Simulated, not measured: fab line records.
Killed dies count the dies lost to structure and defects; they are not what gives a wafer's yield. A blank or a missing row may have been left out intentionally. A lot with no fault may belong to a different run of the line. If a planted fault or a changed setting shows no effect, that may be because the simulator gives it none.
What tool caused it?    flow nand-harc    Sampling: 6 lots, 18 wafers, 4 of 1159 route steps

WHAT THE GAUGES SHOWED, per wafer
NHARC_P_ZERO_WELL_CD_MEAS_24 targets a cd of 720 nm.
lot   measured     on         cd-nm (nm)
L925  day 2 14:30  cd-sem-02  720.3 719.9 720.2
L932  day 4 08:25  cd-sem-01  719.1 720.5 720.5
L934  day 4 20:29  cd-sem-03  720.9 720.2 721.3
L937  day 5 14:30  cd-sem-02  721.2 718.4 718.3
L941  day 6 14:56  cd-sem-03  720.0 720.3 719.8
L943  day 7 02:33  cd-sem-02  722.3 721.5 719.7

EACH LOT AND THE TOOL THAT RAN IT (in order: tool; ch and the chambers of the sampled wafers; start)
lot   NHARC_P_ZERO_WELL_ETCH_65          NHARC_P_ZERO_WELL_ETCH_63        NHARC_P_ZERO_WELL_EXPOSE_21
L925  rie-diel-08 ch 0,1,3, day 2 13:22  rie-si-03 ch 1,2,3, day 2 13:32  krf-scanner-04 ch 0, day 2 14:20
L932  rie-diel-13 ch 0,1,2, day 4 07:22  rie-si-03 ch 1,2, day 4 07:32    krf-scanner-02 ch 0, day 4 08:16
L934  rie-diel-08 ch 1,2, day 4 19:31    rie-si-06 ch 0,2, day 4 19:41    krf-scanner-02 ch 0, day 4 20:20
L937  rie-diel-13 ch 0,3, day 5 13:22    rie-si-06 ch 0,1,3, day 5 13:34  krf-scanner-02 ch 0, day 5 14:20
L941  rie-diel-13 ch 0,1,2, day 6 13:49  rie-si-03 ch 1,2, day 6 14:00    krf-scanner-04 ch 0, day 6 14:47
L943  rie-diel-08 ch 2,3, day 7 01:24    rie-si-03 ch 1,2,3, day 7 01:37  krf-scanner-02 ch 0, day 7 02:24
- NHARC_P_ZERO_WELL_ETCH_65: etches the open film in N2/H2, target depth 80 nm, overetch 24 nm, time 87.88 s.
- NHARC_P_ZERO_WELL_ETCH_63: etches the open film in HBr/Cl2, target depth 120 nm, time 40.1 s.
- NHARC_P_ZERO_WELL_EXPOSE_21: exposes mask P NWELL, target cd 720 nm.

THE ANSWER, worked out from the rows above alone
Rule: the lots themselves supply what counts as usual. The widest of any qualifying gaps counts: lots, ordered by their means at a reading, are off when they make up no more than a third of the lots, leave a main group of 4 or more, and stand apart from it by 3 or more times the standard deviation of that group's means. Not used: any main group whose means are identical at the precision the tables above print for the reading. Also off: a lot with no number at a reading for which 4 or more lots have one. The other lots that the step has rows for count as sound.
No lot is off on any of the readings shown, so nothing can be concluded from this.

WHAT THE SIMULATOR PUT IN
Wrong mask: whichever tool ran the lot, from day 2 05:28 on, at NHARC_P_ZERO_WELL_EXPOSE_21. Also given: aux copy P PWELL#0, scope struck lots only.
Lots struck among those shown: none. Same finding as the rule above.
